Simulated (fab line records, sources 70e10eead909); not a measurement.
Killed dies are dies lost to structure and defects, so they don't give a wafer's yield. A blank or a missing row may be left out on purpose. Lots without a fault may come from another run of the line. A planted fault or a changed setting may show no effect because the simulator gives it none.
fab line records | flow nand_harc
record lots=6 wafers=18 last_day=32
route steps=1302 shown A_CONTACT@1032 END@1302
lots that met no fault: from a run of the same line without faults
start_h: hours from the record's first day to the start of the lot's first wafer shown | wait_h: hours since the lot's step before | " the same as in the row above | L1.1+2: a row that stands for several wafers | - no value, or no start given | * or withheld: withheld | < > ~ a bound
route shown NAME@n: a module of which the file shows steps, and the number in the route of the first | usual: mean/standard deviation of fault-free wafers | same: alike in all rows | chamber/n: place in a boat | sites: the reading at each site | _std_site: their standard deviation | _edge_site: outer sites' mean less inner sites' | radius_mm: how far each site lies from the wafer's centre | mask NAME#n: copy n | behind: the tool/chamber that last shaped the wafer | hold: why the lot was held/for how many hours/how that ended | device: the transistor (n, p or np) that didn't switch | end of line: the same wafers' tests at the end of the route | a step without rows: its recipe alone | killed: dies lost to structure and defects at the first sort, not the wafer's yield | map: a wafer's dies, x killed, . not, _ none there
set.NAME: the setting as run; set.NAME@STEP: as run at that earlier step | model.NAME: the simulator's own value behind a step, which no gauge read
lots at some steps of the route; a table a step, a row a wafer
services: from which hour (start_h, from the record's first day; less than 0 if before it) a tool's chamber was out of use, for how many hours, and why
## steps
# step NHARC_A_CONTACT_COAT_62
# recipe temp_c=225 time_s=65
# step NHARC_A_CONTACT_COAT_63
# recipe spin_rpm=1500 resist_thk_nm=90
# step NHARC_A_CONTACT_SOFTBAKE_64
# recipe temp_c=105 time_s=55
# step NHARC_A_CONTACT_EBR_65
# step NHARC_A_CONTACT_EXPOSE_66
# recipe na=1.35 sigma_outer=0.8 dose_mj=59.02 mask_id=A_CC_2
# step NHARC_A_CONTACT_PEB_67
# recipe peb_temp_c=100 peb_time_s=65
# step NHARC_A_CONTACT_DEVELOP_68
# recipe develop_time_s=35 dev_temp_c=23
# step NHARC_A_CONTACT_CD_MEAS_69
# recipe target_cd_nm=300 landing_energy_ev=500
# usual cd_nm=300.0/0.61
# columns lot.wafer tool chamber start_h wait_h cd_nm
L538.1 cd_sem-01 0 497.76 - 299.7
L538.3 " 0 " " 298.8
L538.4 " 0 " " 299.0
L539.3 cd_sem-02 0 524.44 - 299.6
L539.4 " 0 " " 299.6
L539.6 " 0 " " 299.4
L546.3 cd_sem-01 0 576.54 - 300.9
L546.5 " 0 " " 300.5
L546.6 " 0 " " 300.5
L547.1 cd_sem-01 0 598.18 - 299.7
L547.4 " 0 " " 300.6
L547.6 " 0 " " 299.7
L557.2 cd_sem-03 0 702.18 - 299.2
L557.3 " 0 " " 299.1
L557.4 " 0 " " 299.3
L558.1 cd_sem-01 0 708.97 - 300.4
L558.4 " 0 " " 300.3
L558.6 " 0 " " 300.5
# step NHARC_A_CONTACT_OVL_MEAS_70
# usual overlay_x_nm=0.1/0.97 overlay_y_nm=0.0/0.96
# columns lot.wafer tool chamber start_h wait_h overlay_x_nm overlay_y_nm
L538.1 overlay-01 - 497.85 - -1.3 -1.1
L538.3 " - " " -1.0 -1.0
L538.4 " - " " -1.7 -1.4
L539.3 overlay-01 - 524.53 - 1.7 0.5
L539.4 " - " " 1.2 0.5
L539.6 " - " " 1.3 0.0
L546.3 overlay-02 - 576.62 - -0.7 -1.0
L546.5 " - " " -0.6 -0.6
L546.6 " - " " -0.8 -0.9
L547.1 overlay-01 - 598.27 - 2.1 -2.6
L547.4 " - " " 2.0 -2.3
L547.6 " - " " 2.6 -2.4
L557.2 overlay-01 - 702.26 - 1.0 0.4
L557.3 " - " " 1.3 0.2
L557.4 " - " " 0.8 0.4
L558.1 overlay-02 - 709.07 - -0.9 0.9
L558.4 " - " " 0.1 1.1
L558.6 " - " " -0.1 0.3
# step NHARC_A_CONTACT_INSPECT_71
# usual raw_defect_count=83/39
# columns lot.wafer tool chamber start_h wait_h raw_defect_count
L538.1 defect_inspect-01 - 497.89 0.0 114
L538.3 " - " " 91
L538.4 " - " " 99
L539.3 defect_inspect-02 - 524.56 0.0 28
L539.4 " - " " 22
L539.6 " - " " 13
L546.3 defect_inspect-01 - 576.66 0.0 109
L546.5 " - " " 105
L546.6 " - " " 114
L547.1 defect_inspect-02 - 598.31 0.0 136
L547.4 " - " " 128
L547.6 " - " " 119
L557.2 defect_inspect-02 - 702.30 0.0 76
L557.3 " - " " 74
L557.4 " - " " 75
L558.1 defect_inspect-02 - 709.10 0.0 69
L558.4 " - " " 64
L558.6 " - " " 56
# step NHARC_A_CONTACT_DESCUM_74
# recipe time_s=3 o2_flow_sccm=200 ar_flow_sccm=0 bias_power_w=0 chemistry=O2
# usual drypump_motor_current_A=5.6/0.5 oes_product_au=1.001/0.0094 rf_vpp_V=57.7/0.91 showerhead_plenum_p_Torr=1.91/0.085 throttle_valve_pct=11.311/0.0093
# columns lot.wafer tool chamber start_h wait_h drypump_motor_current_A oes_product_au rf_hours_counter_h rf_vpp_V showerhead_plenum_p_Torr throttle_valve_pct
L538.1 rie_diel-05 2 497.95 0.1 5.8 1.000 15 55.2 1.91 11.322
L538.4 " 0 " " 5.5 1.012 14 58.8 1.87 11.319
L538.3 " 1 " " 5.5 1.003 15 57.6 2.01 11.318
L539.3 rie_diel-10 3 524.62 0.1 4.6 0.990 41 58.0 1.92 11.304
L539.4 " 0 " " 5.6 1.003 27 56.3 1.91 11.311
L539.6 " 3 " " 4.6 0.996 - 58.3 1.92 11.311
L546.3 rie_diel-03 2 576.74 0.1 5.2 1.003 38 57.6 1.98 11.299
L546.5 " 3 " " 5.4 1.008 - 57.2 1.81 11.320
L546.6 " 0 " " 6.3 0.990 - 57.7 1.83 11.314
L547.1 rie_diel-03 2 598.38 0.1 5.2 0.982 48 58.8 1.97 11.302
L547.4 " 3 " " 5.4 1.002 47 57.7 1.81 11.307
L547.6 " 1 " " 6.2 1.005 - 57.5 2.06 11.318
L557.4 rie_diel-03 0 702.37 0.1 6.3 1.008 13 56.9 1.81 11.307
L557.2 " 1 " " 6.2 0.995 18 59.3 2.05 11.312
L557.3 " 2 " " 5.2 0.989 17 58.4 1.96 11.315
L558.1 rie_diel-05 3 709.18 0.1 4.9 1.003 15 57.9 1.83 11.316
L558.4 " 0 " " 5.5 0.986 14 57.6 1.86 11.333
L558.6 " 1 " " 5.5 1.005 - 56.6 2.00 11.313
# step NHARC_A_CONTACT_ETCH_75
# recipe target_depth_a=390 over_etch_frac=0.3 time_s=65 ion_energy_ev=80 cf4_flow_sccm=150 ar_flow_sccm=0 rf_w=300 bias_w=100 chemistry=CF4
# step NHARC_A_CONTACT_ETCH_76
# recipe target_depth_a=2600 over_etch_frac=0.3 time_s=475.3 ion_energy_ev=200 n2_flow_sccm=150 h2_flow_sccm=150 ar_flow_sccm=0 rf_w=400 bias_w=150 chemistry=N2/H2
# usual drypump_motor_current_A=5.6/0.49 n2_flow_sccm=150.0/0.47 oes_product_au=0.999/0.009 rf_fwd_power_W=399.4/1.2 rf_vpp_V=430.3/2.7 showerhead_plenum_p_Torr=2.03/0.091 throttle_valve_pct=14.170/0.0092
# columns lot.wafer tool chamber start_h wait_h drypump_motor_current_A n2_flow_sccm oes_product_au rf_fwd_power_W rf_hours_counter_h rf_vpp_V showerhead_plenum_p_Torr throttle_valve_pct
L538.4 rie_diel-05 2 498.12 - 5.8 150.5 1.010 398.7 15 430.7 2.03 14.183
L538.1 " 3 " " 4.9 149.9 1.015 398.4 8 427.9 1.96 14.179
L538.3 " 1 " " 5.5 149.9 1.014 399.0 15 433.3 2.14 14.171
L539.3 rie_diel-10 3 524.85 - 4.6 148.9 0.993 398.1 41 430.3 2.05 14.175
L539.4 " 2 " " 6.1 149.9 0.992 399.8 40 434.4 2.18 14.166
L539.6 " 3 " " 4.6 149.6 0.987 399.1 - 431.5 2.04 14.169
L546.3 rie_diel-03 0 577.06 - 6.3 150.2 0.995 398.7 32 428.3 1.94 14.174
L546.6 " 3 " " 5.4 149.5 0.995 401.6 - 425.5 1.92 14.170
L546.5 " 0 " " 6.3 150.5 1.005 401.2 - 427.5 1.94 14.167
L547.4 rie_diel-03 3 598.69 - 5.4 150.3 0.999 399.4 47 428.1 1.92 14.192
L547.1 " 0 " " 6.3 149.1 0.991 400.4 41 428.3 1.94 14.169
L547.6 " 2 " " 5.2 150.1 0.994 400.7 - 432.8 2.11 14.162
L557.2 rie_diel-03 1 702.60 - 6.2 150.9 0.988 400.1 18 435.2 2.19 14.178
L557.3 " 2 " " 5.2 149.7 0.988 398.9 17 432.7 2.09 14.166
L557.4 " 0 " " 6.3 149.8 0.999 400.2 13 426.0 1.93 14.170
L558.1 rie_diel-05 0 709.34 - 5.5 150.5 0.991 399.6 14 428.6 1.98 14.186
L558.4 " 3 " " 4.9 150.1 1.009 399.9 16 427.0 1.95 14.174
L558.6 " 0 " " 5.5 150.4 0.988 397.1 - 429.1 1.98 14.179
# step NHARC_A_CONTACT_ETCH_77
# recipe target_depth_a=1089 time_s=54.5 cf4_flow_sccm=100 chf3_flow_sccm=30 ar_flow_sccm=0 rf_w=500 bias_w=200 chemistry=CF4/CHF3
# step NHARC_A_CONTACT_ETCH_78
# recipe target_depth_a=53000 over_etch_frac=0.3 time_s=1378 ion_energy_ev=150 o2_flow_sccm=400 cos_flow_sccm=20 ar_flow_sccm=0 rf_w=500 bias_w=300 chemistry=O2/COS
# usual drypump_motor_current_A=5.6/0.49 oes_product_au=1.000/0.0097 rf_fwd_power_W=499.6/1.5 rf_vpp_V=314.2/2 showerhead_plenum_p_Torr=3.12/0.13 throttle_valve_pct=28.329/0.0098
# columns lot.wafer tool chamber start_h wait_h drypump_motor_current_A oes_product_au rf_fwd_power_W rf_hours_counter_h rf_vpp_V showerhead_plenum_p_Torr throttle_valve_pct
L538.3 rie_diel-05 0 - - 5.5 1.005 503.6 15 313.6 3.06 28.326
L538.1 " 1 " " 5.5 1.000 499.7 15 317.9 3.27 28.313
L538.4 " 2 " " 5.8 0.986 497.8 15 315.3 3.12 28.307
L539.3 rie_diel-10 1 - - 6.5 1.005 499.5 36 311.3 2.97 28.344
L539.4 " 2 " " 6.2 1.009 500.7 40 317.3 3.32 28.336
L539.6 " 1 " " 6.4 1.001 499.4 - 312.7 2.97 28.306
L546.3 rie_diel-03 2 - - 5.2 1.001 501.5 38 315.8 3.22 28.339
L546.6 " 0 " " 6.3 1.007 499.2 - 311.5 2.98 28.334
L546.5 " 1 " " 6.2 1.002 502.5 - 317.1 3.35 28.342
L547.4 rie_diel-03 1 - - 6.2 1.009 498.5 42 317.5 3.35 28.323
L547.1 " 3 " " 5.3 1.006 501.6 47 311.9 2.95 28.319
L547.6 " 2 " " 5.2 1.010 497.9 - 316.5 3.22 28.334
L557.2 rie_diel-03 2 - - 5.3 0.990 500.6 18 316.0 3.20 28.337
L557.4 " 3 " " 5.4 0.994 499.6 13 312.6 2.94 28.332
L557.3 " 1 " " 6.2 0.998 498.6 18 316.2 3.33 28.326
L558.4 rie_diel-05 3 - - 4.9 1.017 499.1 16 312.9 3.00 28.338
L558.1 " 0 " " 5.5 0.998 499.0 15 312.5 3.04 28.327
L558.6 " 3 " " 4.9 1.015 498.4 - 312.2 3.00 28.320
# step NHARC_A_CONTACT_ETCH_124
# recipe source_w=withheld pressure_mtorr=20 bias_v=withheld time_s=140 target_depth_a=7000 ar_flow_sccm=withheld c4f8_flow_sccm=withheld o2_flow_sccm=withheld chemistry=C4F8/O2/Ar
# step NHARC_A_CONTACT_ETCH_125
# recipe source_w=withheld pressure_mtorr=20 bias_v=3000 time_s=197 target_depth_a=19180 ar_flow_sccm=withheld c4f8_flow_sccm=withheld o2_flow_sccm=withheld chemistry=C4F8/O2/Ar
# columns lot.wafer tool chamber start_h wait_h rf_hours_counter_h
L538.1 har_cap_etch-02 0 499.68 0.2 84
L538.4 " 0 " " -
L538.3 " 1 " " -
L539.3 har_cap_etch-01 1 526.48 0.2 -
L539.4 " 0 " " -
L539.6 " 0 " " -
L546.3 har_cap_etch-01 0 578.65 0.2 -
L546.5 " 0 " " -
L546.6 " 1 " " -
L547.1 har_cap_etch-01 1 600.27 0.2 18
L547.4 " 1 " " -
L547.6 " 0 " " -
L557.2 har_cap_etch-03 1 704.20 0.2 80
L557.3 " 0 " " -
L557.4 " 1 " " -
L558.1 har_cap_etch-02 1 710.91 0.2 121
L558.4 " 1 " " -
L558.6 " 1 " " -
# step NHARC_A_CONTACT_ETCH_126
# recipe source_w=withheld pressure_mtorr=20 bias_v=3000 time_s=197 target_depth_a=19180 ar_flow_sccm=withheld c4f8_flow_sccm=withheld o2_flow_sccm=withheld chemistry=C4F8/O2/Ar
# step NHARC_A_CONTACT_ETCH_127
# recipe source_w=withheld pressure_mtorr=20 bias_v=3000 time_s=197 target_depth_a=19180 ar_flow_sccm=withheld c4f8_flow_sccm=withheld o2_flow_sccm=withheld chemistry=C4F8/O2/Ar
# step NHARC_A_CONTACT_ETCH_128
# recipe source_w=withheld pressure_mtorr=20 bias_v=3000 time_s=197 target_depth_a=19180 ar_flow_sccm=withheld c4f8_flow_sccm=withheld o2_flow_sccm=withheld chemistry=C4F8/O2/Ar
# step NHARC_A_CONTACT_ETCH_129
# recipe source_w=withheld pressure_mtorr=20 bias_v=3000 time_s=197 target_depth_a=19180 ar_flow_sccm=withheld c4f8_flow_sccm=withheld o2_flow_sccm=withheld chemistry=C4F8/O2/Ar
# step NHARC_A_CONTACT_ETCH_130
# recipe source_w=withheld pressure_mtorr=20 bias_v=3000 time_s=197 target_depth_a=19180 ar_flow_sccm=withheld c4f8_flow_sccm=withheld o2_flow_sccm=withheld chemistry=C4F8/O2/Ar
# step NHARC_A_CONTACT_ETCH_131
# recipe source_w=withheld pressure_mtorr=20 bias_v=3000 time_s=197 target_depth_a=19180 ar_flow_sccm=withheld c4f8_flow_sccm=withheld o2_flow_sccm=withheld chemistry=C4F8/O2/Ar
# step NHARC_A_CONTACT_ETCH_132
# recipe source_w=withheld pressure_mtorr=20 bias_v=3000 time_s=197 target_depth_a=19240 ar_flow_sccm=withheld c4f8_flow_sccm=withheld o2_flow_sccm=withheld chemistry=C4F8/O2/Ar
# columns lot.wafer tool chamber start_h wait_h rf_hours_counter_h
L538.1 har_cap_etch-02 0 500.92 0.1 85
L538.4 " 0 " " -
L538.3 " 1 " " -
L539.3 har_cap_etch-01 1 527.71 0.1 -
L539.4 " 0 " " -
L539.6 " 0 " " -
L546.3 har_cap_etch-01 0 579.89 0.1 -
L546.5 " 0 " " -
L546.6 " 1 " " -
L547.1 har_cap_etch-01 1 601.50 0.1 19
L547.4 " 1 " " -
L547.6 " 0 " " -
L557.2 har_cap_etch-03 1 705.43 0.1 81
L557.3 " 0 " " -
L557.4 " 1 " " -
L558.1 har_cap_etch-02 1 712.15 0.2 122
L558.4 " 1 " " -
L558.6 " 1 " " -
# step NHARC_A_CONTACT_ETCH_133
# recipe source_w=withheld pressure_mtorr=20 bias_v=400 time_s=374 target_depth_a=16100 ar_flow_sccm=withheld c4f8_flow_sccm=11.5 o2_flow_sccm=7.2 chemistry=C4F8/O2/Ar
# columns lot.wafer tool chamber start_h wait_h rf_hours_counter_h
L538.1 har_cap_etch-02 0 501.09 0.1 86
L538.4 " 0 " " -
L538.3 " 1 " " -
L539.3 har_cap_etch-01 1 527.98 0.2 -
L539.4 " 0 " " -
L539.6 " 0 " " -
L546.3 har_cap_etch-01 0 580.15 0.2 -
L546.5 " 0 " " -
L546.6 " 1 " " -
L547.1 har_cap_etch-01 1 601.72 0.2 19
L547.4 " 1 " " -
L547.6 " 0 " " -
L557.2 har_cap_etch-03 1 705.65 0.2 82
L557.3 " 0 " " -
L557.4 " 1 " " -
L558.1 har_cap_etch-02 1 712.33 0.2 122
L558.4 " 1 " " -
L558.6 " 1 " " -
# step NHARC_A_CONTACT_ETCH_91
# recipe target_depth_a=400 over_etch_frac=0.5 time_s=85.7 ion_energy_ev=120 ch3f_flow_sccm=50 o2_flow_sccm=30 ar_flow_sccm=200 rf_w=500 bias_w=100 chemistry=CH3F/O2
# step NHARC_A_CONTACT_ETCH_97
# recipe target_depth_a=200 over_etch_frac=0.5 time_s=10 ion_energy_ev=250 c4f6_flow_sccm=25 o2_flow_sccm=20 ar_flow_sccm=500 rf_w=600 bias_w=500 chemistry=C4F6/O2
# step NHARC_A_CONTACT_CD_MEAS_80
# usual cd_nm=289.5/0.81
# columns lot.wafer tool chamber start_h wait_h cd_nm
L538.1 cd_sem-03 - 502.10 - 289.6
L538.3 " - " " 290.2
L538.4 " - " " 290.3
L539.3 cd_sem-03 - 528.85 - 287.7
L539.4 " - " " 288.0
L539.6 " - " " 287.7
L546.3 cd_sem-03 - 581.20 - 289.1
L546.5 " - " " 289.9
L546.6 " - " " 290.5
L547.1 cd_sem-02 - 602.65 - 290.7
L547.4 " - " " 290.4
L547.6 " - " " 290.0
L557.2 cd_sem-01 - 706.59 - 287.8
L557.3 " - " " 287.9
L557.4 " - " " 287.9
L558.1 cd_sem-02 - 713.44 - 288.7
L558.4 " - " " 289.6
L558.6 " - " " 289.3
# step NHARC_A_CONTACT_STRIP_103
# recipe n2_flow_sccm=150 h2_flow_sccm=150 ar_flow_sccm=0 bias_w=0 chemistry=N2/H2
# step NHARC_A_CONTACT_STRIP_104
# recipe cf4_flow_sccm=100 chf3_flow_sccm=30 ar_flow_sccm=0 bias_w=0 chemistry=CF4/CHF3
# step NHARC_A_CONTACT_STRIP_105
# recipe o2_flow_sccm=400 cos_flow_sccm=20 ar_flow_sccm=0 bias_w=0 chemistry=O2/COS
# step NHARC_A_CONTACT_ETCH_106
# recipe target_depth_a=900 overetch_a=90 time_s=49.5 ion_energy_ev=100 cf4_flow_sccm=80 o2_flow_sccm=20 ar_flow_sccm=0 rf_w=300 bias_w=100 chemistry=CF4/O2
# step NHARC_A_CONTACT_STRIP_82
# recipe o2_flow_sccm=500 ar_flow_sccm=0 bias_w=0 chemistry=O2
# step NHARC_A_CONTACT_STRIP_83
# recipe time_s=600 temp_c=30 chemistry=post_etch_residue_remover
# step NHARC_A_CONTACT_DEP_84
# recipe target_thk_a=28000 temp_c=400 material=aC
# step NHARC_A_CONTACT_DEP_85
# recipe target_thk_a=600 target_thk_nm=60 temp_c=400 pressure_torr=3.5 flow_sccm=200 rf_w=350 material=SiON
# step NHARC_A_CONTACT_DEHYDRATE_00
# recipe temp_c=150 time_s=120
# step NHARC_A_CONTACT_HMDS_01
# recipe time_s=30
# step NHARC_A_CONTACT_COAT_86
# recipe temp_c=260 time_s=75
# step NHARC_A_CONTACT_COAT_87
# recipe temp_c=225 time_s=65
# step NHARC_A_CONTACT_COAT_02
# recipe spin_rpm=1500 resist_thk_nm=90
# step NHARC_A_CONTACT_SOFTBAKE_03
# recipe temp_c=105 time_s=55
# step NHARC_END_SORT_01
# recipe temp_c=25
# usual killed_at_array=59/20 killed_at_other=0.8/1 killed_at_periphery=3.2/2.1 killed_dies=63/21 killed_open=3.0/1.9 killed_short=2.3/1.5
# same gross_dies=677
# columns lot.wafer tool chamber start_h wait_h killed_at_array killed_at_other killed_at_periphery killed_dies killed_open killed_short
L538.1 prober-02 0 555.41 2.5 70 0 2 72 4 4
L538.3 prober-02 0 556.98 3.1 60 2 0 62 4 0
L538.4 prober-02 0 557.77 3.4 70 1 3 74 0 4
L546.3 prober-02 0 639.10 3.1 136 0 4 140 0 4
L546.5 prober-02 0 640.68 3.7 122 0 2 124 2 0
L546.6 prober-02 0 641.47 3.9 151 0 3 154 4 0
L547.1 prober-02 0 662.65 2.5 143 1 4 148 4 0
L547.4 prober-02 0 665.06 3.4 146 1 7 154 3 2
L547.6 prober-02 0 666.67 4.0 125 1 1 127 0 3
# killed by level:class
L538.1 A_SLIT:chamber_film_flake=27 A_CHANNEL_HOLE_D1:chamber_film_flake=23 A_CHANNEL_HOLE_D2:chamber_film_flake=10 A_CONTACT:chamber_film_flake=3 A_CHANNEL_FILL_D2:geometric_particle:short=2 P_GATE:geometric_particle:short=1 P_GATE:geometric_particle:open=1 A_SOURCE_PLATE:geometric_particle:short=1
L538.3 A_SLIT:chamber_film_flake=22 A_CHANNEL_HOLE_D1:chamber_film_flake=20 A_CHANNEL_HOLE_D2:chamber_film_flake=9 A_CONTACT:chamber_film_flake=4 A_M0:geometric_particle:open=2 A_CHANNEL_FILL_D1:geometric_particle:open=1 A_CHANNEL_FILL_D2:geometric_particle:open=1 A_WL_FILL:chamber_film_flake=1
L538.4 A_CHANNEL_HOLE_D1:chamber_film_flake=29 A_SLIT:chamber_film_flake=24 A_CHANNEL_HOLE_D2:chamber_film_flake=5 A_CONTACT:chamber_film_flake=5 A_STAIRCASE:chamber_film_flake=3 A_WL_FILL:geometric_particle:short=2 P_M0:chamber_film_flake=2 A_CHANNEL_HOLE_D1:geometric_particle:short=1
L546.3 A_CONTACT:unspecified=78 A_SLIT:chamber_film_flake=25 A_CHANNEL_HOLE_D2:chamber_film_flake=19 A_STAIRCASE:chamber_film_flake=4 A_CHANNEL_HOLE_D1:chamber_film_flake=3 A_CHANNEL_FILL_D2:geometric_particle:short=2 A_WL_FILL:geometric_particle:short=2 P_M2:chamber_film_flake=2
L546.5 A_CONTACT:unspecified=72 A_SLIT:chamber_film_flake=25 A_CHANNEL_HOLE_D2:chamber_film_flake=17 A_CHANNEL_HOLE_D1:chamber_film_flake=4 A_CONTACT:chamber_film_flake=2 P_GATE:geometric_particle:open=1 A_CONTACT:geometric_particle:open=1 P_ZERO_WELL:chamber_film_flake=1
L546.6 A_CONTACT:unspecified=77 A_SLIT:chamber_film_flake=35 A_CHANNEL_HOLE_D2:chamber_film_flake=27 A_ZERO_WELL:chamber_film_flake=4 A_STAIRCASE:chamber_film_flake=3 P_CONTACT:geometric_particle:open=2 P_M0:geometric_particle:open=1 A_CHANNEL_HOLE_D2:geometric_particle:open=1
L547.1 A_CONTACT:unspecified=83 A_SLIT:chamber_film_flake=23 A_CHANNEL_HOLE_D1:chamber_film_flake=17 A_CHANNEL_HOLE_D2:chamber_film_flake=10 A_CONTACT:chamber_film_flake=4 P_M2:chamber_film_flake=3 A_STAIRCASE:chamber_film_flake=3 A_BLC:geometric_particle:open=2
L547.4 A_CONTACT:unspecified=83 A_SLIT:chamber_film_flake=31 A_CHANNEL_HOLE_D1:chamber_film_flake=22 A_CHANNEL_HOLE_D2:chamber_film_flake=6 P_M0:geometric_particle:open=2 P_M2:chamber_film_flake=2 P_CONTACT:geometric_particle:short=1 P_M1:geometric_particle:open=1
L547.6 A_CONTACT:unspecified=75 A_CHANNEL_HOLE_D1:chamber_film_flake=23 A_SLIT:chamber_film_flake=12 A_CHANNEL_HOLE_D2:chamber_film_flake=6 A_DECK1_JOINT:chamber_film_flake=4 A_DECK1_JOINT:geometric_particle:short=1 A_CHANNEL_FILL_D2:geometric_particle:short=1 A_BLC:geometric_particle:short=1
# map L546.6 (x killed, . not)
____________.____________
_________xx.x..._________
_______.xxx.x....._______
______.xxxxxxx.x.xx______
_____.xxxxxxxx..x..._____
____..xxxxxxxx......x____
____.xxxxxxxxxxx..xx.____
___....xxxxxxx..xxxxxx___
___...xxxxxxx...xxxxx.___
__.....xxxxxx...xx.x...__
__....xxxxxxxx...x..x..__
_......xxxxx.x...x...x.._
_...x...xxxxx.x.x...xx.._
_......................._
_........x.........x...x_
_..x...xx..x...........x_
........x.x..x.x.........
.......xx.xxx...........x
....x.xxxxxx.............
........xxxx.............
.........xxx.............
_....x..xxxx............_
_........x.............._
_.......xx.............._
_......x................_
_......................._
__...................x.__
__...........x.........__
___...................___
___...................___
____.................____
____.................____
_____..............._____
______.............______
_______.x........._______
_________......._________
____________.____________
# map L547.4 (x killed, . not)
____________.____________
_________xxxxx.._________
_______xxxxxx....._______
______.xxxxxx......______
_____.xxxxxxx......._____
____xxxxxxxxx........____
____xxxxxxxxxx.....x.____
___xxxxxxxxxx.........___
___xx.xxxxxxxxx.......___
__xxxxxxxxxxxxx........__
__xxx.xxxxxxx..........__
_.xx....xxxx.x.........._
_.x.x.xxxxx............._
_...xx...xx.x..........._
_.......x.x............._
_......xxx.xx..........._
...x...x.xx..............
.......xxxx.xx....x....x.
.......xxxx.x............
.......xx.xx.............
......xxxxxx...........x.
_......xxx..x..........._
_.......xx.............._
_.........x............._
_.......x..x............_
_......................._
__.....................__
__.....................__
___........x..........___
___...................___
____.................____
____..x..............____
_____..............x_____
______.............______
_______..........._______
_________......._________
____________.____________
## services
# columns tool chamber start_h hours kind
rie_diel-10 - 485.03 0.4 repair
rie_diel-03 0 495.43 - clean
rie_diel-03 1 495.43 - clean
rie_diel-03 2 495.43 - clean
rie_diel-03 3 495.43 - clean
har_cap_etch-01 - 497.06 17.0 pm
har_cap_etch-01 0 497.06 17.0 vent_cycle
har_cap_etch-01 1 497.06 17.0 vent_cycle
har_cap_etch-01 0 514.06 - clean
har_cap_etch-01 1 514.06 - clean
rie_diel-03 0 519.93 - clean
rie_diel-05 1 573.90 24.5 repair
har_cap_etch-01 - 594.01 2.2 repair
rie_diel-10 - 598.42 9.0 pm
rie_diel-05 - 606.25 9.0 pm
rie_diel-03 0 613.32 12.3 repair
rie_diel-03 - 638.93 9.0 pm
rie_diel-10 - 643.79 0.8 repair
rie_diel-05 - 659.51 10.5 repair
rie_diel-03 - 677.90 0.5 repair
har_cap_etch-01 - 682.50 2.5 repair
rie_diel-05 0 685.51 4.9 repair
rie_diel-10 2 687.34 5.2 repair
rie_diel-05 2 687.88 1.9 repair
## key
first_sign step=NHARC_END_SORT_01 reading=killed_at_array direction=up sigmas=3.8 usual=59 struck=137
effect step=NHARC_END_SORT_01 reading=killed_dies direction=up sigmas=3.8 usual=63 struck=141
more_kills_born_at NHARC_A_CONTACT_ETCH_76@rie_diel-03=466
met_at NHARC_A_CONTACT_ETCH_76
struck_wafers L546.3,L546.5,L546.6,L547.1,L547.4,L547.6
tester_left_out L546,L547
also_fits NHARC_A_CONTACT_ETCH_125:har_cap_etch-01,NHARC_A_CONTACT_ETCH_132:har_cap_etch-01,NHARC_A_CONTACT_ETCH_133:har_cap_etch-01
fault kind=chamber_particle_source tool=rie_diel-03 chamber=- onset_h=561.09 steps=NHARC_A_CONTACT_ETCH_76 rate_per_visit_cm2=0.67657 end_h=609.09
# tester_left_out: of these lots the tester's yield and bins aren't shown, on N5 and GAA mostly nor the transistor test; their killed dies are dies lost to structure and defects alone, not to doping, threshold or leakage, so they don't give the yield
